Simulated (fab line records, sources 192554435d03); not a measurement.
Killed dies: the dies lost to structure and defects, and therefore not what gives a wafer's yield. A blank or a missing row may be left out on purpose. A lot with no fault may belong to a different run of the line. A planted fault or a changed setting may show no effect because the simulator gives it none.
Split-lot study || flow n5 finfet || 21 wafers read across 7 lots, on a route 1938 steps long

== THE SPLIT ITSELF ==
At N5_PMOS_HMC_CHANNEL_EPI_HM_DEP_34 (deposits SiO2 from TEOS/O2, target thk 36 nm, time 6.9 s), the setting time s was moved away from the recipe's 6.9 s on 11 of the 21 wafers read, by -14.5% to +12.0%. The other wafers ran this setting at the recipe's value.

== FROM THE SPLIT TO THE READING: what the file shows between them, 3 steps ==
- N5_PMOS_HMC_CHANNEL_EPI_PEB_07: peb time 60 s (also split here: peb temp c)
- N5_PMOS_HMC_CHANNEL_EPI_DEVELOP_08: develop time 30 s
- N5_PMOS_HMC_CHANNEL_EPI_DESCUM_14: chemistry O2, time 7.9 s

== THE READING ==
SiO2_of_PMOS_HMC_CHANNEL_EPI_HM_DEP_34.thk nm (the simulator's own value, which no gauge read), in nm, at N5_PMOS_HMC_CHANNEL_EPI_ETCH_32 (etches BARC in N2/H2, stops on SiO2, target depth 85.8 nm, time 50.3 s). The file gives no usual value for it. Across the 10 wafers here that went through the recipe, the average is 36.48 nm and the standard deviation 0.57 nm.

{"wafer": "L074.2", "tool, chamber at the split": "pecvd-04, 1", "time s as run, s": 6.9, "against the recipe": "recipe", "SiO2_of_PMOS_HMC_CHANNEL_EPI_HM_DEP_34.thk nm, nm": 35.32, "against lot-mates on the recipe": "-"}
{"wafer": "L074.4", "tool, chamber at the split": "pecvd-04, 0", "time s as run, s": 6.031, "against the recipe": "-12.6%", "SiO2_of_PMOS_HMC_CHANNEL_EPI_HM_DEP_34.thk nm, nm": 31.23, "against lot-mates on the recipe": -4.56}
{"wafer": "L074.5", "tool, chamber at the split": "pecvd-04, 2", "time s as run, s": 6.9, "against the recipe": "recipe", "SiO2_of_PMOS_HMC_CHANNEL_EPI_HM_DEP_34.thk nm, nm": 36.26, "against lot-mates on the recipe": "-"}
{"wafer": "L079.1", "tool, chamber at the split": "pecvd-04, 0", "time s as run, s": 5.902, "against the recipe": "-14.5%", "SiO2_of_PMOS_HMC_CHANNEL_EPI_HM_DEP_34.thk nm, nm": 31.18, "against lot-mates on the recipe": -5.01}
{"wafer": "L079.2", "tool, chamber at the split": "pecvd-04, 2", "time s as run, s": 5.902, "against the recipe": "-14.5%", "SiO2_of_PMOS_HMC_CHANNEL_EPI_HM_DEP_34.thk nm, nm": 31.1, "against lot-mates on the recipe": -5.09}
{"wafer": "L079.5", "tool, chamber at the split": "pecvd-04, 0", "time s as run, s": 6.9, "against the recipe": "recipe", "SiO2_of_PMOS_HMC_CHANNEL_EPI_HM_DEP_34.thk nm, nm": 36.19, "against lot-mates on the recipe": "-"}
{"wafer": "L084.4", "tool, chamber at the split": "pecvd-03, 0", "time s as run, s": 7.728, "against the recipe": "+12.0%", "SiO2_of_PMOS_HMC_CHANNEL_EPI_HM_DEP_34.thk nm, nm": 41.26, "against lot-mates on the recipe": "+4.38"}
{"wafer": "L084.5", "tool, chamber at the split": "pecvd-03, 1", "time s as run, s": 6.9, "against the recipe": "recipe", "SiO2_of_PMOS_HMC_CHANNEL_EPI_HM_DEP_34.thk nm, nm": 36.88, "against lot-mates on the recipe": "-"}
{"wafer": "L084.6", "tool, chamber at the split": "pecvd-03, 2", "time s as run, s": 7.728, "against the recipe": "+12.0%", "SiO2_of_PMOS_HMC_CHANNEL_EPI_HM_DEP_34.thk nm, nm": 40.8, "against lot-mates on the recipe": "+3.92"}
{"wafer": "L086.4", "tool, chamber at the split": "pecvd-02, 2", "time s as run, s": 6.9, "against the recipe": "recipe", "SiO2_of_PMOS_HMC_CHANNEL_EPI_HM_DEP_34.thk nm, nm": 36.93, "against lot-mates on the recipe": "-"}
{"wafer": "L086.5", "tool, chamber at the split": "pecvd-02, 1", "time s as run, s": 6.619, "against the recipe": "-4.1%", "SiO2_of_PMOS_HMC_CHANNEL_EPI_HM_DEP_34.thk nm, nm": 34.79, "against lot-mates on the recipe": -2.14}
{"wafer": "L086.6", "tool, chamber at the split": "pecvd-02, 0", "time s as run, s": 6.619, "against the recipe": "-4.1%", "SiO2_of_PMOS_HMC_CHANNEL_EPI_HM_DEP_34.thk nm, nm": 34.45, "against lot-mates on the recipe": -2.48}
{"wafer": "L089.3", "tool, chamber at the split": "pecvd-03, 0", "time s as run, s": 6.9, "against the recipe": "recipe", "SiO2_of_PMOS_HMC_CHANNEL_EPI_HM_DEP_34.thk nm, nm": 36.1, "against lot-mates on the recipe": "-"}
{"wafer": "L089.4", "tool, chamber at the split": "pecvd-03, 0", "time s as run, s": 6.081, "against the recipe": "-11.9%", "SiO2_of_PMOS_HMC_CHANNEL_EPI_HM_DEP_34.thk nm, nm": 32.88, "against lot-mates on the recipe": -3.22}
{"wafer": "L089.6", "tool, chamber at the split": "pecvd-03, 2", "time s as run, s": 6.081, "against the recipe": "-11.9%", "SiO2_of_PMOS_HMC_CHANNEL_EPI_HM_DEP_34.thk nm, nm": 32.07, "against lot-mates on the recipe": -4.03}
{"wafer": "L093.1", "tool, chamber at the split": "pecvd-03, 1", "time s as run, s": 6.9, "against the recipe": "recipe", "SiO2_of_PMOS_HMC_CHANNEL_EPI_HM_DEP_34.thk nm, nm": 36.19, "against lot-mates on the recipe": "-"}
{"wafer": "L093.4", "tool, chamber at the split": "pecvd-03, 0", "time s as run, s": 6.9, "against the recipe": "recipe", "SiO2_of_PMOS_HMC_CHANNEL_EPI_HM_DEP_34.thk nm, nm": 37.14, "against lot-mates on the recipe": "-"}
{"wafer": "L093.5", "tool, chamber at the split": "pecvd-03, 1", "time s as run, s": 6.9, "against the recipe": "recipe", "SiO2_of_PMOS_HMC_CHANNEL_EPI_HM_DEP_34.thk nm, nm": 36.47, "against lot-mates on the recipe": "-"}
{"wafer": "L096.1", "tool, chamber at the split": "pecvd-02, 0", "time s as run, s": 6.375, "against the recipe": "-7.6%", "SiO2_of_PMOS_HMC_CHANNEL_EPI_HM_DEP_34.thk nm, nm": 32.69, "against lot-mates on the recipe": -4.64}
{"wafer": "L096.2", "tool, chamber at the split": "pecvd-02, 2", "time s as run, s": 6.375, "against the recipe": "-7.6%", "SiO2_of_PMOS_HMC_CHANNEL_EPI_HM_DEP_34.thk nm, nm": 33.36, "against lot-mates on the recipe": -3.97}
{"wafer": "L096.6", "tool, chamber at the split": "pecvd-02, 1", "time s as run, s": 6.9, "against the recipe": "recipe", "SiO2_of_PMOS_HMC_CHANNEL_EPI_HM_DEP_34.thk nm, nm": 37.33, "against lot-mates on the recipe": "-"}

THE FIT
A straight line over all 21 wafers: SiO2_of_PMOS_HMC_CHANNEL_EPI_HM_DEP_34.thk nm changes by +0.378 nm for each +1% of time s; r = +0.98; the points scatter about the line by 0.54 nm.
The same after taking each lot's own level away (the mean of its wafers on the recipe; 21 wafers): +0.356 nm for each +1%; r = +0.97; scatter 0.66 nm.
On that fit, the largest move of time s shifts the reading by 5.2 nm.
From 35.790 to 37.330 nm: that is the span of the lots' own levels, equal to 2.7 times the standard deviation above.
The two slopes agree, so the slope changes little with the lot-to-lot level.
Check: for one of the wafers moved furthest among these (-14.5%), held out of the fit, the line's prediction against its lot-mates is -5.4 nm. Against them it came out at -5.01 nm.

== OTHER SPLITS APPLIED TO THESE WAFERS ==
These wafers also went through other splits before the reading. Each is held against what the fit with the lots' levels taken away leaves over:
{"other split on the same wafers": "N5_ZERO_LAYER_COAT_05 spin rpm", "wafers away from the commonest value": 10, "r with SiO2_of_PMOS_HMC_CHANNEL_EPI_HM_DEP_34.thk nm (lot level and that fit taken away)": "+0.24"}
{"other split on the same wafers": "N5_ZERO_LAYER_DEVELOP_10 develop time s", "wafers away from the commonest value": 4, "r with SiO2_of_PMOS_HMC_CHANNEL_EPI_HM_DEP_34.thk nm (lot level and that fit taken away)": "+0.34"}
{"other split on the same wafers": "N5_PMOS_HMC_CHANNEL_EPI_PEB_07 peb temp c", "wafers away from the commonest value": 2, "r with SiO2_of_PMOS_HMC_CHANNEL_EPI_HM_DEP_34.thk nm (lot level and that fit taken away)": "+0.00"}

== THE WHOLE CHAIN: every reading that the file lists as answering this split, in the file's order ==
{"step": "N5_PMOS_HMC_CHANNEL_EPI_HM_DEP_34", "what it does": "deposits SiO2 from TEOS/O2, target thk 36 nm, time 6.9 s", "reading": "SiO2_of_PMOS_HMC_CHANNEL_EPI_HM_DEP_34.thk nm (the simulator's own value, which no gauge read)", "change (the file's fit)": "+0.366 nm for each +1% of the setting", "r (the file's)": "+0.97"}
{"step": "N5_PMOS_HMC_CHANNEL_EPI_ETCH_32", "what it does": "etches BARC in N2/H2, stops on SiO2, target depth 85.8 nm, time 50.3 s", "reading": "SiO2_of_PMOS_HMC_CHANNEL_EPI_HM_DEP_34.thk nm (the simulator's own value, which no gauge read)", "change (the file's fit)": "+0.365 nm for each +1% of the setting", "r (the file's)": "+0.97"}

== FILE'S OWN FIT ==
SiO2_of_PMOS_HMC_CHANNEL_EPI_HM_DEP_34.thk nm changes by +0.365 nm for each +1% of time s, r = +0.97.
